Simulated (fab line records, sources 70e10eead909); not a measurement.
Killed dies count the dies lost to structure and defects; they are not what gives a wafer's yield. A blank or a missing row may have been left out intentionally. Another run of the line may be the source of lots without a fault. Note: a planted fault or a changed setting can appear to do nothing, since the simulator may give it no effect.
fab line records	flow nand_harc
record: lots: 24	wafers: 72	last_day: 25
route steps=1159 shown A_CONTACT@936 A_BLC@983 A_M0@1004 A_M1@1041
lots that met no fault: from a run of the same line without faults
start_h: hours from the record's first day to the start of the lot's first wafer shown	wait_h: hours from the lot's prior step to this one	" unchanged from the row above	L1.1+2: one row covering several wafers at once	- value missing, or start not given	* or withheld: withheld	< > ~ a bound
route shown NAME@n: names a module that has steps shown in the file, with the first one's number in the route	usual: mean and standard deviation over wafers with no fault	same: alike in all rows	chamber/n: place in a boat	sites: per-site readings	_std_site: the standard deviation of these	_edge_site: mean of outer sites minus mean of inner sites	radius_mm: how far each site lies from the wafer's centre	mask NAME#n: copy n	behind: the last tool/chamber to shape the wafer	hold: the reason the lot was held/the length of the hold in hours/how it ended	device: names the non-switching transistor (n, p or np)	end of line: at the end of the route, the tests of the same wafers	a step given without rows: its recipe and nothing more	killed: count of dies lost to structure and defects at first sort (not the wafer's yield)	map: a wafer's dies, x killed, . not, _ none there
set.NAME: setting as actually run; set.NAME@STEP: the setting as run at that earlier step	model.NAME: the simulator's own value behind a step, which no gauge read
route steps across a sampled set of lots; one table per step, one row per wafer
services: a tool's chamber out of use, with start hour (start_h, from the record's first day; less than 0 if before it), hours out, and reason
== steps ==
step: NHARC_A_CONTACT_OVL_MEAS_09
usual: overlay_x_nm: 0.1/0.81	overlay_y_nm: 0.1/0.75
lot.wafer	tool	chamber	start_h	wait_h	overlay_x_nm	overlay_y_nm
L075.2	overlay-02	-	389.78	-	0.5	0.8
L075.3	"	-	"	"	0.4	0.9
L075.4	"	-	"	"	0.2	0.8
L074.1	overlay-01	-	390.35	-	-0.5	-0.8
L074.2	"	-	"	"	-0.9	-1.1
L074.3	"	-	"	"	-0.8	-0.9
L077.1	overlay-01	-	393.10	-	0.1	-1.2
L077.3	"	-	"	"	-0.1	-1.3
L077.4	"	-	"	"	-0.1	-1.2
L078.2	overlay-02	-	393.66	-	1.0	0.3
L078.5	"	-	"	"	0.7	1.4
L078.6	"	-	"	"	0.5	0.8
L079.1	overlay-02	-	412.12	-	-1.3	0.6
L079.4	"	-	"	"	-0.8	0.4
L079.6	"	-	"	"	-0.8	0.6
L076.2	overlay-02	-	413.05	-	0.8	0.5
L076.5	"	-	"	"	1.3	1.3
L076.6	"	-	"	"	0.8	1.1
L084.4	overlay-01	-	425.76	-	0.4	0.7
L084.5	"	-	"	"	0.4	1.0
L084.6	"	-	"	"	0.6	0.5
L081.1	overlay-01	-	426.74	-	0.2	-0.4
L081.2	"	-	"	"	0.4	-0.1
L081.5	"	-	"	"	0.2	0.0
L080.1	overlay-02	-	430.52	-	-1.3	-0.3
L080.5	"	-	"	"	-1.3	0.2
L080.6	"	-	"	"	-0.4	-0.1
L083.1	overlay-01	-	437.84	-	0.4	0.6
L083.2	"	-	"	"	0.4	1.1
L083.5	"	-	"	"	0.0	-0.1
L082.1	overlay-02	-	441.68	-	-1.0	-0.5
L082.2	"	-	"	"	-0.8	0.6
L082.5	"	-	"	"	-1.0	0.0
L088.1	overlay-01	-	453.61	-	0.6	1.4
L088.4	"	-	"	"	0.0	0.9
L088.5	"	-	"	"	0.7	0.8
L087.1	overlay-02	-	453.77	-	0.9	-1.4
L087.3	"	-	"	"	0.9	-0.9
L087.5	"	-	"	"	0.6	-0.9
L086.1	overlay-01	-	468.72	-	-0.1	0.1
L086.2	"	-	"	"	1.3	-0.5
L086.6	"	-	"	"	0.2	0.1
L085.1	overlay-01	-	471.17	-	0.4	1.3
L085.4	"	-	"	"	0.0	1.6
L085.6	"	-	"	"	1.0	1.2
L090.1	overlay-02	-	479.18	-	0.3	-0.7
L090.4	"	-	"	"	0.1	-1.1
L090.6	"	-	"	"	-0.3	-0.9
L091.1	overlay-01	-	479.58	-	1.7	-0.2
L091.2	"	-	"	"	1.6	0.0
L091.3	"	-	"	"	1.8	-0.3
L092.1	overlay-01	-	484.11	-	0.4	0.1
L092.2	"	-	"	"	0.0	0.2
L092.6	"	-	"	"	0.0	0.5
L089.1	overlay-01	-	490.64	-	0.1	0.2
L089.3	"	-	"	"	0.2	0.1
L089.6	"	-	"	"	0.3	-0.1
L094.2	overlay-01	-	506.71	-	-2.6	-0.7
L094.4	"	-	"	"	-1.8	-0.1
L094.5	"	-	"	"	-2.6	0.0
L095.3	overlay-02	-	509.24	-	0.9	0.8
L095.4	"	-	"	"	0.9	0.5
L095.5	"	-	"	"	0.3	0.5
L096.1	overlay-01	-	513.03	-	-0.2	-0.2
L096.2	"	-	"	"	0.1	0.1
L096.6	"	-	"	"	-0.4	0.0
L093.1	overlay-02	-	514.48	-	0.9	-0.4
L093.3	"	-	"	"	0.7	-0.8
L093.6	"	-	"	"	0.4	-0.8
L097.3	overlay-02	-	523.34	-	0.2	-0.5
L097.4	"	-	"	"	1.0	-0.3
L097.6	"	-	"	"	0.3	-0.3
step: NHARC_A_CONTACT_ETCH_136
recipe: source_w: withheld	pressure_mtorr: 20	bias_v: 3000	time_s: 132	target_depth_a: 12870	ar_flow_sccm: withheld	c4f8_flow_sccm: withheld	o2_flow_sccm: withheld	chemistry: C4F8/O2/Ar
lot.wafer	tool	chamber	start_h	wait_h	rf_hours_counter_h
L075.2	har_cap_etch-03	1	391.25	0.1	90
L075.3	"	1	"	"	-
L075.4	"	0	"	"	-
L074.2	har_cap_etch-01	1	391.98	0.1	61
L074.1	"	0	"	"	61
L074.3	"	1	"	"	-
L077.1	har_cap_etch-02	0	394.68	0.1	14
L077.4	"	1	"	"	-
L077.3	"	0	"	"	-
L078.2	har_cap_etch-03	1	395.26	0.1	91
L078.6	"	0	"	"	-
L078.5	"	1	"	"	-
L079.1	har_cap_etch-01	1	413.55	0.1	64
L079.4	"	0	"	"	-
L079.6	"	1	"	"	-
L076.2	har_cap_etch-02	1	414.48	0.1	17
L076.6	"	0	"	"	-
L076.5	"	1	"	"	-
L084.4	har_cap_etch-02	0	427.23	0.1	-
L084.6	"	1	"	"	-
L084.5	"	0	"	"	-
L081.2	har_cap_etch-01	1	428.23	0.1	67
L081.1	"	0	"	"	67
L081.5	"	1	"	"	-
L080.1	har_cap_etch-02	0	431.95	0.1	20
L080.5	"	1	"	"	-
L080.6	"	0	"	"	-
L083.2	har_cap_etch-02	0	439.25	0.1	21
L083.1	"	1	"	"	21
L083.5	"	1	"	"	-
L082.1	har_cap_etch-02	0	443.09	0.1	21
L082.2	"	1	"	"	21
L082.5	"	1	"	"	-
L088.1	har_cap_etch-03	1	455.04	0.1	102
L088.4	"	0	"	"	-
L088.5	"	0	"	"	-
L087.1	har_cap_etch-02	0	455.43	0.1	23
L087.3	"	1	"	"	-
L087.5	"	0	"	"	-
L086.1	har_cap_etch-01	0	470.16	0.1	74
L086.2	"	1	"	"	74
L086.6	"	0	"	"	-
L085.1	har_cap_etch-03	0	473.17	0.1	105
L085.4	"	0	"	"	-
L085.6	"	1	"	"	-
L090.1	har_cap_etch-02	0	480.93	0.1	28
L090.4	"	0	"	"	-
L090.6	"	1	"	"	-
L091.2	har_cap_etch-03	0	481.33	0.1	107
L091.1	"	1	"	"	107
L091.3	"	1	"	"	-
L092.1	har_cap_etch-02	1	485.59	0.1	28
L092.2	"	0	"	"	28
L092.6	"	0	"	"	-
L089.1	har_cap_etch-01	0	492.06	0.1	79
L089.3	"	0	"	"	-
L089.6	"	1	"	"	-
L094.2	har_cap_etch-02	1	508.40	0.2	32
L094.4	"	0	"	"	-
L094.5	"	1	"	"	-
L095.4	har_cap_etch-01	1	510.85	0.1	-
L095.3	"	0	"	"	-
L095.5	"	1	"	"	-
L096.1	har_cap_etch-01	1	514.46	0.1	84
L096.2	"	0	"	"	84
L096.6	"	1	"	"	-
L093.1	har_cap_etch-01	1	520.17	0.1	85
L093.3	"	1	"	"	-
L093.6	"	1	"	"	-
L097.4	har_cap_etch-01	1	525.19	0.1	-
L097.3	"	0	"	"	-
L097.6	"	0	"	"	-
step: NHARC_A_BLC_STRIP_21
recipe: o2_flow_sccm: 500	ar_flow_sccm: 0	bias_w: 0	chemistry: O2
usual: drypump_motor_current_A: 5.85/0.27	mfc_ar_sccm: 0.011/0.013	oes_product_au: 0.993/0.013	rf_vpp_V: 57.7/0.82	showerhead_plenum_p_Torr: 3.46/0.13	throttle_valve_pct: 17.036/0.0091
same: bias_w: 0
lot.wafer	tool	chamber	start_h	wait_h	drypump_motor_current_A	mfc_ar_sccm	oes_product_au	rf_hours_counter_h	rf_vpp_V	showerhead_plenum_p_Torr	throttle_valve_pct
L075.3	rie_diel-01	2	399.60	0.2	5.92	0.035	1.001	30	57.9	3.46	17.033
L075.4	"	3	"	"	5.49	0.012	0.982	32	57.4	3.32	17.048
L075.2	"	0	"	"	6.58	0.020	0.999	31	56.7	3.42	17.025
L074.1	rie_diel-07	3	400.48	0.1	5.52	0	1.001	15	57.8	3.51	17.039
L074.3	"	0	"	"	5.87	0.004	0.991	17	56.4	3.29	17.034
L074.2	"	1	"	"	5.89	0.009	0.992	17	57.8	3.70	17.039
L078.2	rie_diel-07	0	401.22	0.2	5.85	0.004	0.977	18	57.6	3.29	17.033
L078.6	"	3	"	"	5.51	0	0.984	-	57.5	3.51	17.024
L078.5	"	0	"	"	5.84	0.004	0.980	-	57.9	3.28	17.043
L077.1	rie_diel-01	2	402.02	0.1	5.91	0.035	0.997	32	57.1	3.46	17.039
L077.4	"	3	"	"	5.47	0.012	0.987	34	58.5	3.31	17.049
L077.3	"	0	"	"	6.63	0.020	0.985	33	56.0	3.42	17.038
L079.1	rie_diel-07	2	420.85	0.1	6.04	0.032	1.011	1	58.0	3.34	17.024
L079.4	"	3	"	"	5.50	0	1.000	1	58.3	3.51	17.060
L079.6	"	2	"	"	6.07	0.032	1.009	-	58.3	3.34	17.031
L076.2	rie_diel-07	2	421.05	0.1	6.07	0.032	1.007	1	57.5	3.34	17.039
L076.6	"	0	"	"	5.87	0.004	0.969	-	57.4	3.28	17.039
L076.5	"	1	"	"	5.87	0.009	1.005	-	59.0	3.70	17.040
L084.4	rie_diel-07	1	436.49	0.1	5.87	0.009	1.001	3	58.3	3.70	17.052
L084.5	"	1	"	"	5.89	0.009	1.004	-	59.1	3.70	17.040
L084.6	"	2	"	"	6.09	0.032	1.012	-	56.0	3.34	17.038
L081.2	rie_diel-07	3	440.10	0.1	5.54	0	0.988	3	60.5	3.51	17.032
L081.1	"	0	"	"	5.88	0.004	0.977	3	58.5	3.28	17.030
L081.5	"	2	"	"	6.08	0.032	1.002	-	57.7	3.34	17.032
L080.1	rie_diel-07	3	440.81	0.1	5.51	0	0.983	3	57.4	3.51	17.035
L080.5	"	3	"	"	5.50	0	0.990	-	56.5	3.51	17.040
L080.6	"	0	"	"	5.86	0.004	0.968	-	58.3	3.28	17.028
L083.2	rie_diel-07	3	444.53	0.1	5.50	0	0.982	3	58.5	3.51	17.039
L083.1	"	1	"	"	5.90	0.009	0.996	4	59.2	3.70	17.044
L083.5	"	3	"	"	5.49	0	0.983	-	58.4	3.51	17.033
L082.2	rie_diel-07	2	450.57	0.1	6.05	0.032	0.999	4	57.1	3.34	17.048
L082.1	"	0	"	"	5.86	0.004	0.971	4	56.2	3.28	17.044
L082.5	"	3	"	"	5.50	0	0.982	-	57.9	3.51	17.031
L088.1	rie_diel-03	2	467.06	0.1	5.89	0	1.004	7	57.4	3.57	17.046
L088.4	"	0	"	"	5.38	0	0.976	7	56.1	3.42	17.031
L088.5	"	2	"	"	5.90	0	0.999	-	57.9	3.57	17.025
L087.3	rie_diel-03	3	467.77	0.1	6.07	0	1.001	7	57.6	3.54	17.032
L087.1	"	0	"	"	5.40	0	0.986	7	56.7	3.42	17.048
L087.5	"	0	"	"	5.40	0	0.984	-	58.7	3.42	17.032
L086.1	rie_diel-03	3	476.17	0.1	6.07	0	1.009	7	56.7	3.54	17.048
L086.2	"	1	"	"	5.99	0.022	1.006	8	57.2	3.41	17.023
L086.6	"	2	"	"	5.90	0	1.006	-	58.8	3.57	17.040
L085.4	rie_diel-01	3	482.32	0.1	5.49	0.012	0.975	62	58.6	3.30	17.020
L085.1	"	0	"	"	6.60	0.020	0.974	60	58.0	3.41	17.020
L085.6	"	1	"	"	5.77	0	0.997	-	57.9	3.58	17.044
L090.4	rie_diel-03	3	496.67	0.1	6.05	0	1.005	9	57.8	3.54	17.023
L090.1	"	1	"	"	5.99	0.022	1.003	9	57.2	3.41	17.033
L090.6	"	2	"	"	5.89	0	1.007	-	58.0	3.57	17.036
L091.2	rie_diel-03	1	497.93	0.1	6.00	0.022	0.987	9	58.6	3.41	17.035
L091.3	"	3	"	"	6.07	0	0.991	9	56.7	3.54	17.034
L091.1	"	0	"	"	5.38	0	0.968	9	57.9	3.42	17.042
L092.2	rie_diel-07	3	499.36	0.2	5.53	0	1.000	7	56.9	3.50	17.041
L092.1	"	2	"	"	6.07	0.032	0.997	9	56.6	3.34	17.037
L092.6	"	3	"	"	5.51	0	0.989	-	56.9	3.50	17.041
L089.1	rie_diel-07	1	504.83	0.1	5.88	0.009	1.023	11	58.6	3.70	17.050
L089.3	"	0	"	"	5.87	0.004	0.988	9	57.4	3.28	17.060
L089.6	"	2	"	"	6.08	0.032	0.991	-	57.4	3.34	17.025
L094.4	rie_diel-07	3	514.02	0.1	5.55	0	0.994	9	58.0	3.50	17.033
L094.2	"	0	"	"	5.85	0.004	0.971	10	57.4	3.28	17.027
L094.5	"	0	"	"	5.86	0.004	0.975	-	56.8	3.28	17.042
L095.4	rie_diel-07	0	516.49	0.1	5.86	0.004	0.981	10	58.2	3.28	17.045
L095.3	"	2	"	"	6.11	0.032	1.003	11	56.9	3.33	17.034
L095.5	"	1	"	"	5.87	0.009	1.008	-	58.2	3.70	17.042
L096.2	rie_diel-03	1	522.16	0.1	5.99	0.022	1.004	12	56.8	3.41	17.035
L096.1	"	3	"	"	6.09	0	1.003	12	58.0	3.53	17.020
L096.6	"	1	"	"	6.00	0.022	1.009	-	58.5	3.41	17.035
L093.1	rie_diel-01	1	527.47	0.2	5.69	0	1.009	10	57.4	3.58	17.038
L093.3	"	2	"	"	5.91	0.035	0.966	9	57.4	3.44	17.036
L093.6	"	3	"	"	5.51	0.012	1.005	-	56.9	3.29	17.046
L097.3	rie_diel-01	3	537.04	0.3	5.48	0.012	1.007	15	56.0	3.29	17.041
L097.4	"	1	"	"	5.74	0	1.014	14	55.5	3.58	17.036
L097.6	"	2	"	"	5.91	0.035	0.974	-	56.8	3.43	17.028
step: NHARC_A_BLC_PVD_32
recipe: target_thk_a: 50	chamber_pressure_pa: 5	power_w: 5000	substrate_temp_c: 200	time_s: 17.7	material: Ti
usual: throttle_valve_pct: 29.9/1.1
lot.wafer	tool	chamber	start_h	wait_h	throttle_valve_pct
L075.4	pvd_sputter-02	-	-	-	30.0
L075.2	"	-	"	"	28.7
L075.3	"	-	"	"	29.5
L074.2	pvd_sputter-02	-	-	-	29.1
L074.1	"	-	"	"	28.7
L074.3	"	-	"	"	30.0
L078.2	pvd_sputter-03	-	-	-	28.8
L078.5	"	-	"	"	28.9
L078.6	"	-	"	"	31.5
L077.3	pvd_sputter-03	-	-	-	30.4
L077.1	"	-	"	"	29.0
L077.4	"	-	"	"	29.2
L079.4	pvd_sputter-03	-	-	-	31.5
L079.1	"	-	"	"	30.2
L079.6	"	-	"	"	29.2
L076.2	pvd_sputter-02	-	-	-	29.5
L076.6	"	-	"	"	29.2
L076.5	"	-	"	"	29.0
L084.4	pvd_sputter-02	-	-	-	30.0
L084.5	"	-	"	"	28.9
L084.6	"	-	"	"	30.1
L081.2	pvd_sputter-03	-	-	-	31.6
L081.1	"	-	"	"	29.1
L081.5	"	-	"	"	31.3
L080.1	pvd_sputter-01	-	-	-	30.3
L080.6	"	-	"	"	32.5
L080.5	"	-	"	"	28.7
L083.2	pvd_sputter-03	-	-	-	30.3
L083.1	"	-	"	"	31.6
L083.5	"	-	"	"	30.2
L082.2	pvd_sputter-03	-	-	-	30.5
L082.1	"	-	"	"	31.2
L082.5	"	-	"	"	28.9
L088.1	pvd_sputter-01	-	-	-	30.0
L088.4	"	-	"	"	30.1
L088.5	"	-	"	"	29.7
L087.1	pvd_sputter-02	-	-	-	29.9
L087.3	"	-	"	"	29.4
L087.5	"	-	"	"	29.8
L086.1	pvd_sputter-03	-	-	-	31.3
L086.2	"	-	"	"	31.4
L086.6	"	-	"	"	31.3
L085.1	pvd_sputter-01	-	-	-	30.4
L085.4	"	-	"	"	28.8
L085.6	"	-	"	"	30.5
L090.1	pvd_sputter-02	-	-	-	28.6
L090.4	"	-	"	"	30.2
L090.6	"	-	"	"	28.7
L091.1	pvd_sputter-03	-	-	-	31.5
L091.3	"	-	"	"	31.4
L091.2	"	-	"	"	28.6
L092.1	pvd_sputter-02	-	-	-	29.5
L092.2	"	-	"	"	28.8
L092.6	"	-	"	"	29.3
L089.1	pvd_sputter-02	-	-	-	29.8
L089.3	"	-	"	"	30.4
L089.6	"	-	"	"	28.7
L094.4	pvd_sputter-03	-	-	-	31.3
L094.2	"	-	"	"	31.3
L094.5	"	-	"	"	31.3
L095.4	pvd_sputter-03	-	-	-	31.3
L095.3	"	-	"	"	29.0
L095.5	"	-	"	"	31.5
L096.2	pvd_sputter-03	-	-	-	31.4
L096.1	"	-	"	"	31.3
L096.6	"	-	"	"	31.3
L093.3	pvd_sputter-02	-	-	-	29.7
L093.1	"	-	"	"	30.4
L093.6	"	-	"	"	29.7
L097.3	pvd_sputter-03	-	-	-	31.6
L097.4	"	-	"	"	31.1
L097.6	"	-	"	"	28.8
step: NHARC_A_M0_CD_MEAS_09
recipe: target_cd_nm: 80	landing_energy_ev: 500
usual: cd_nm: 79.9/0.76
lot.wafer	tool	chamber	start_h	wait_h	cd_nm
L075.2	cd_sem-03	0	405.18	-	79.6
L075.3	"	0	"	"	80.4
L075.4	"	0	"	"	79.1
L074.1	cd_sem-02	0	405.37	-	80.5
L074.2	"	0	"	"	79.5
L074.3	"	0	"	"	79.3
L078.2	cd_sem-02	0	405.66	-	79.1
L078.5	"	0	"	"	79.4
L078.6	"	0	"	"	80.5
L077.1	cd_sem-02	0	406.19	-	78.3
L077.3	"	0	"	"	80.0
L077.4	"	0	"	"	77.8
L079.1	cd_sem-02	0	423.57	-	80.6
L079.4	"	0	"	"	79.6
L079.6	"	0	"	"	79.5
L076.2	cd_sem-03	0	426.45	-	80.0
L076.5	"	0	"	"	80.2
L076.6	"	0	"	"	80.4
L084.4	cd_sem-03	0	440.90	-	79.7
L084.5	"	0	"	"	80.5
L084.6	"	0	"	"	80.1
L081.1	cd_sem-02	0	442.72	-	79.5
L081.2	"	0	"	"	80.6
L081.5	"	0	"	"	79.4
L080.1	cd_sem-03	0	443.52	-	81.2
L080.5	"	0	"	"	80.4
L080.6	"	0	"	"	81.1
L083.1	cd_sem-02	0	449.14	-	80.1
L083.2	"	0	"	"	79.4
L083.5	"	0	"	"	79.4
L082.1	cd_sem-03	0	453.41	-	80.2
L082.2	"	0	"	"	79.4
L082.5	"	0	"	"	79.8
L088.1	cd_sem-02	0	469.80	-	79.9
L088.4	"	0	"	"	80.7
L088.5	"	0	"	"	79.4
L087.1	cd_sem-01	0	470.50	-	80.2
L087.3	"	0	"	"	79.1
L087.5	"	0	"	"	80.9
L086.1	cd_sem-01	0	485.96	-	78.9
L086.2	"	0	"	"	80.7
L086.6	"	0	"	"	79.9
L085.1	cd_sem-03	0	496.22	-	80.4
L085.4	"	0	"	"	81.6
L085.6	"	0	"	"	80.3
L090.1	cd_sem-03	0	510.09	-	79.8
L090.4	"	0	"	"	81.1
L090.6	"	0	"	"	80.0
L091.1	cd_sem-01	0	510.34	-	80.3
L091.2	"	0	"	"	81.0
L091.3	"	0	"	"	79.2
L092.1	cd_sem-01	0	510.63	-	81.3
L092.2	"	0	"	"	78.7
L092.6	"	0	"	"	79.7
L089.1	cd_sem-01	0	511.08	-	79.6
L089.3	"	0	"	"	80.2
L089.6	"	0	"	"	79.9
L094.2	cd_sem-03	0	516.70	-	79.7
L094.4	"	0	"	"	81.2
L094.5	"	0	"	"	79.5
L095.3	cd_sem-03	0	519.64	-	80.3
L095.4	"	0	"	"	79.9
L095.5	"	0	"	"	79.8
L096.1	cd_sem-01	0	526.51	-	78.6
L096.2	"	0	"	"	80.3
L096.6	"	0	"	"	80.5
L093.1	cd_sem-02	0	536.03	-	80.5
L093.3	"	0	"	"	79.7
L093.6	"	0	"	"	80.9
L097.3	cd_sem-03	0	540.26	-	81.4
L097.4	"	0	"	"	80.6
L097.6	"	0	"	"	80.4
step: NHARC_A_M1_ETCH_15
recipe: target_depth_a: 1825	time_s: 91.2	c4f8_flow_sccm: withheld	ar_flow_sccm: 400	rf_w: 600	bias_w: 300	chemistry: C4F8/Ar
usual: bias_w: 299.8/0.89	oes_product_au: 0.957/0.025	rf_vpp_V: 441.7/2.8
lot.wafer	tool	chamber	start_h	wait_h	bias_w	oes_product_au	rf_hours_counter_h	rf_vpp_V
L075.4	rie_diel-10	3	-	-	300.3	0.974	1	445.3
L075.3	"	0	"	"	299.9	0.989	1	445.5
L075.2	"	2	"	"	298.6	0.945	1	439.1
L078.2	rie_diel-10	1	-	-	300.4	0.953	1	436.6
L078.5	"	1	"	"	298.1	0.951	-	437.9
L078.6	"	2	"	"	300.5	0.950	-	443.1
L074.3	rie_diel-10	3	-	-	299.3	0.943	1	443.3
L074.1	"	1	"	"	299.2	0.933	1	436.9
L074.2	"	2	"	"	300.9	0.925	1	440.6
L077.3	rie_diel-10	2	-	-	301.2	0.969	1	441.7
L077.1	"	3	"	"	297.7	0.943	1	443.0
L077.4	"	1	"	"	300.2	0.962	1	438.5
L079.1	rie_diel-11	2	-	-	299.0	0.974	3	438.9
L079.4	"	0	"	"	297.7	0.977	2	442.8
L079.6	"	2	"	"	299.7	0.968	-	438.9
L076.2	rie_diel-11	0	-	-	301.5	0.977	2	441.5
L076.5	"	2	"	"	299.6	0.976	-	440.1
L076.6	"	3	"	"	300.3	0.994	-	443.9
L084.4	rie_diel-12	1	-	-	301.2	0.967	5	437.1
L084.5	"	3	"	"	301.6	1.003	-	443.2
L084.6	"	0	"	"	299.9	0.988	-	445.5
L081.1	rie_diel-11	1	-	-	299.3	0.926	4	440.7
L081.2	"	2	"	"	299.9	0.925	4	439.8
L081.5	"	1	"	"	300.8	0.921	-	440.7
L080.1	rie_diel-10	1	-	-	298.9	0.956	2	437.1
L080.6	"	3	"	"	299.7	0.965	-	441.8
L080.5	"	0	"	"	298.9	0.968	-	444.8
L083.1	rie_diel-10	2	-	-	298.6	0.919	2	441.8
L083.2	"	3	"	"	298.4	0.912	2	443.8
L083.5	"	1	"	"	300.4	0.921	-	439.5
L082.1	rie_diel-12	2	-	-	299.1	0.986	7	441.3
L082.2	"	3	"	"	298.6	0.979	6	443.9
L082.5	"	2	"	"	298.8	0.985	-	440.5
L088.4	rie_diel-12	0	-	-	301.0	0.990	8	444.4
L088.1	"	2	"	"	301.3	0.976	9	440.8
L088.5	"	0	"	"	300.6	0.989	-	444.9
L087.3	rie_diel-10	1	-	-	299.3	0.954	3	437.5
L087.1	"	3	"	"	299.1	0.960	3	442.9
L087.5	"	0	"	"	298.9	0.983	-	444.5
L086.1	rie_diel-10	2	-	-	300.4	0.956	3	439.8
L086.2	"	0	"	"	298.1	0.969	3	445.2
L086.6	"	1	"	"	300.6	0.953	-	437.9
L085.4	rie_diel-12	2	-	-	298.5	0.966	10	441.0
L085.1	"	3	"	"	299.5	0.978	10	443.5
L085.6	"	1	"	"	301.0	0.974	-	437.7
L090.1	rie_diel-10	1	-	-	299.7	0.920	3	436.9
L090.4	"	2	"	"	302.4	0.912	3	440.0
L090.6	"	3	"	"	301.0	0.913	-	443.7
L091.3	rie_diel-12	2	-	-	298.7	0.974	11	441.0
L091.2	"	3	"	"	299.6	0.977	10	443.9
L091.1	"	0	"	"	298.2	0.965	10	443.6
L092.2	rie_diel-12	1	-	-	300.2	0.922	9	438.1
L092.1	"	3	"	"	299.0	0.931	11	443.3
L092.6	"	2	"	"	299.8	0.935	-	439.9
L089.1	rie_diel-11	0	-	-	300.3	0.939	8	442.6
L089.3	"	1	"	"	300.1	0.931	7	441.0
L089.6	"	0	"	"	300.0	0.943	-	440.3
L094.2	rie_diel-12	3	-	-	300.7	0.976	11	443.0
L094.4	"	2	"	"	299.9	0.990	11	441.4
L094.5	"	0	"	"	301.0	0.974	-	444.6
L095.4	rie_diel-10	2	-	-	299.6	0.966	4	440.4
L095.3	"	0	"	"	298.8	0.970	4	444.9
L095.5	"	1	"	"	299.7	0.962	-	438.7
L096.2	rie_diel-12	1	-	-	300.5	0.954	10	437.8
L096.1	"	0	"	"	300.2	0.982	11	444.6
L096.6	"	2	"	"	299.6	0.973	-	440.3
L093.3	rie_diel-11	3	-	-	300.6	0.932	9	444.5
L093.1	"	0	"	"	300.4	0.944	9	440.5
L093.6	"	1	"	"	299.3	0.919	-	442.6
L097.3	rie_diel-12	2	-	-	299.5	0.932	13	440.4
L097.4	"	3	"	"	299.2	0.929	12	442.5
L097.6	"	1	"	"	300.3	0.918	-	437.2
== services ==
tool	chamber	start_h	hours	kind
rie_diel-11	0	378.64	8.6	repair
rie_diel-12	-	379.44	9.0	pm
rie_diel-07	0	384.27	-	clean
rie_diel-07	1	384.27	-	clean
rie_diel-03	-	392.37	9.0	pm
pvd_sputter-02	-	401.47	10.0	pm
rie_diel-11	1	402.58	2.2	repair
rie_diel-07	-	405.20	9.0	pm
rie_diel-12	1	419.44	3.3	repair
pvd_sputter-01	-	448.68	4.1	repair
pvd_sputter-03	-	456.15	2.1	repair
rie_diel-12	1	456.94	6.9	repair
rie_diel-07	3	480.85	7.0	repair
rie_diel-11	3	483.62	17.8	repair
rie_diel-01	2	489.91	1.6	repair
rie_diel-10	3	489.95	9.5	repair
rie_diel-01	-	491.97	9.0	pm
rie_diel-11	1	492.55	4.6	repair
har_cap_etch-03	-	497.84	0.4	repair
pvd_sputter-01	-	514.05	10.0	pm
rie_diel-07	1	524.50	9.5	repair
rie_diel-10	2	529.41	14.6	repair
rie_diel-10	-	530.50	9.0	pm
rie_diel-11	-	543.50	9.0	pm
== key ==
fault none
